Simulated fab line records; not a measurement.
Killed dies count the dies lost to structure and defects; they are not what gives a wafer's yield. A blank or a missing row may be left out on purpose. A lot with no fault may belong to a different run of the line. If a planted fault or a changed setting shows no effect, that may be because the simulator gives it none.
Comparing a struck lot with a sound one	flow nand-harc	13 out of 1159 route steps
Sound: the wafers L649.2, L649.4, L649.5. Struck: wafers L658.3, L658.4, L658.5. The cause is named last.
Each step with rows lists, per side, the tool, then ch with its chambers, then its first start. Under that, the readings that differ: sound wafers	struck wafers	difference of the means	sigmas: that difference in standard deviations of wafers without a fault.
alike: same words and numbers on both sides, and readings whose means sit less than 2 such deviations apart. not compared: any withheld reading, any reading some wafer has no value for, any bound like >300 that may hide the same value, and any number with overlapping values for which the record gives no deviation.
A row with sigmas, a row that says differs or no value, or rows on one side alone: a step with any of these is where the two part. When numbers do not overlap yet have no deviation, they are printed without sigmas and do not part them. A reading missing from all wafers of one side parts the sides only when that side holds two or more wafers.

NHARC_A_SLIT_CD_MEAS_21:
  sound on cd-sem-02, day 14 10:11; struck on cd-sem-03, day 16 23:44
  alike: cd-nm
then, 3 steps without rows for these wafers: NHARC_A_SIN_REMOVE_WET_00 (chemistry H3PO4, time 15300 s); NHARC_A_SIN_REMOVE_PRECLEAN_01 (cleans in SC1); NHARC_A_SIN_REMOVE_SRD_02.
NHARC_A_SIN_REMOVE_INSPECT_04:
  sound on defect-inspect-02, day 14 17:52; struck on defect-inspect-01, day 17 07:25
  alike: raw-defect-count
NHARC_A_WL_FILL_ALD_00: deposits Al2O3, target thk 3 nm, pulse time 3 s, ald cycles 30.
  sound on ald-hk-02 ch 1,3, day 14 17:56; struck on ald-hk-03 ch 1,3, day 17 07:28
  alike: heater-power-w, precursor-pulse-height-rel
NHARC_A_WL_FILL_RTA_01: time 5 s.
  sound on rtp-anneal-02 ch 0, day 14 18:13; struck on rtp-anneal-02 ch 0, day 17 07:55
  alike: lamp-power-pct, lamp_zone_4_pct, lamp_zone_7_pct, wafer_temp_C_max
NHARC_A_WL_FILL_ALD_02: deposits TiN, target thk 2 nm, pulse time 3 s, ald cycles 100.
  sound on ald-metal-04 ch 1,2,3, day 14 18:26; struck on ald-metal-04 ch 1,3, day 17 08:07
  alike: heater-power-w, precursor-pulse-height-rel
NHARC_A_WL_FILL_CVD_03: deposits W, target thk 40 nm, time 3302 s.
  sound on cvd-w-02 ch 0,1, day 14 23:05; struck on cvd-w-02 ch 0,1, day 17 14:03
  alike: heater-power-w, throttle-valve-pct
NHARC_A_WL_FILL_ETCHBACK_04: etches the open film in NF3, target depth 60 nm, time 120 s.
  sound on rie-metal-03 ch 0,1, day 15 01:56; struck on rie-metal-03 ch 0,1, day 17 16:32
  alike: chamber-pressure-mTorr, drypump-motor-current-A, oes-product-au
  not compared: rf-hours-counter-h
NHARC_A_WL_FILL_ETCHBACK_05: etches the open film in Cl2/BCl3, target depth 22 nm, time 60 s.
  sound on rie-metal-03 ch 1, day 15 02:11; struck on rie-metal-03 ch 0,1, day 17 16:43
  no value came back on the struck wafers for chamber-pressure-mTorr (mTorr), drypump-motor-current-A (A), oes-product-au (a.u.); on the sound wafers chamber-pressure-mTorr (mTorr) reads 9.999 9.990 9.994
  not compared: rf-hours-counter-h
then, 1 step without rows for these wafers: NHARC_A_WL_FILL_STRIP_27 (strips in N2/H2, time 20 s).
-- break in the record here, with 4 days between the starts of the struck wafers on either side (left off in module A_WL_FILL, picked up again in module END, where the first step shown is number 1159 on the route) --
NHARC_END_SORT_01:
  the record has rows for the struck wafers here (prober-01 ch 0, day 21 12:54) and none for the sound ones

## WHERE THEY PART
At NHARC_A_WL_FILL_ETCHBACK_05 first; at NHARC_END_SORT_01 last (within this record only).

WHY: what had been put in by the simulator
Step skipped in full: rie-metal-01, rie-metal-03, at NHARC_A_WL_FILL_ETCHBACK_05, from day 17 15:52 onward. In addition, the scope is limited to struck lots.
